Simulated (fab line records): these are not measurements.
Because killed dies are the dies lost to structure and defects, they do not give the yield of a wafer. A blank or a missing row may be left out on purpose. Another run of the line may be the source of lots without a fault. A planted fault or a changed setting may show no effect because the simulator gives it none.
Chamber matching -- flow nandHarc -- rieDiel-05 running NHARC_A_CHANNEL_HOLE_D1_ETCH_44: 4 sister chambers
The step etches the open film in CF4/O2, target depth 140 nm, overetch 14 nm, time 77 s. 4 wafers are shown with their chamber, then 7 later ones without.

## WAFERS WITH THEIR CHAMBER
wafer,chamber,showerheadPlenumPTorr (Torr)
L759.2,0,1.39
L759.4,1,1.43
L762.2,2,1.31
L762.3,3,1.34

## WAFERS WITH NO CHAMBER GIVEN
wafer,showerheadPlenumPTorr (Torr)
L762.5,1.39
L768.2,1.39
L768.4,1.42
L768.5,1.39
L773.3,1.34
L773.6,1.42
L774.4,1.42

## EACH ONE'S CHAMBER
wafer,from the rows above,in truth
L762.5,0,0
L768.2,0,0
L768.4,1,1
L768.5,0,0
L773.3,3,3
L773.6,1,1
L774.4,1,1
Correctly placed: 7 of 7. From these rows, 0 cannot be placed. Number placed wrongly: 0.
How it was worked out, from the rows above alone: a wafer's distance from a chamber is the root of the sum, over the readings, of the square of ((its reading less the chamber's mean) divided by the reading's scatter). If the next closest chamber is less than 2 further off than the closest, the wafer can't be placed; otherwise it belongs to the closest. A chamber's mean is the mean of its shown wafers. The scatter (one wafer shown for each chamber): square how far every hidden wafer sits from the nearest shown wafer, average those squares and take the square root.
